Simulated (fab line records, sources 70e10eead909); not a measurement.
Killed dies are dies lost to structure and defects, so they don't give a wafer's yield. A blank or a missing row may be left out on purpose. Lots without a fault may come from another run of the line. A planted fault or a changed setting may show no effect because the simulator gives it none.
Chamber matching | flow nand_harc | NHARC_P_GATE_STRIP_108 on rie_diel-09: 4 sister chambers
The step strips in O2. 8 wafers are shown with their chamber, then 9 later ones without.

WAFERS WITH THEIR CHAMBER
wafer  | chamber | showerhead_plenum_p_Torr (Torr) | drypump_motor_current_A (A)
L076.4 | 2       | 3.62                            | 6.1
L076.6 | 1       | 3.48                            | 5.3
L085.6 | 3       | 3.50                            | 5.9
L087.4 | 1       | 3.47                            | 5.3
L087.5 | 0       | 3.71                            | 6.0
L089.1 | 2       | 3.61                            | 6.1
L089.2 | 0       | 3.71                            | 5.9
L089.4 | 3       | 3.50                            | 5.9

WAFERS WITHOUT THEIR CHAMBER
wafer  | showerhead_plenum_p_Torr (Torr) | drypump_motor_current_A (A)
L091.4 | 3.71                            | 5.9
L091.5 | 3.50                            | 5.8
L091.6 | 3.71                            | 5.9
L092.2 | 3.47                            | 5.3
L092.3 | 3.50                            | 5.8
L092.5 | 3.50                            | 5.8
L096.2 | 3.50                            | 5.9
L096.5 | 3.61                            | 6.1
L096.6 | 3.47                            | 5.3

WHICH CHAMBER EACH WENT THROUGH
wafer  | from the rows above | in truth
L091.4 | 0                   | 0
L091.5 | 3                   | 3
L091.6 | 0                   | 0
L092.2 | 1                   | 1
L092.3 | 3                   | 3
L092.5 | 3                   | 3
L096.2 | 3                   | 3
L096.5 | 2                   | 2
L096.6 | 1                   | 1
Placed correctly: 9 of 9. Can't be placed from these rows: 0. Placed wrongly: 0.
How it was worked out, from the rows above alone: a wafer's distance from a chamber is the root of the sum, over the readings, of the square of ((its reading less the chamber's mean) divided by the reading's scatter). The wafer belongs to the nearest chamber; if the next one is less than 2 further off, it can't be placed. A chamber's mean is the mean of its shown wafers. The scatter: the root of (the sum of the squares of (reading less its chamber's mean) over the shown wafers, divided by (wafers less chambers)).
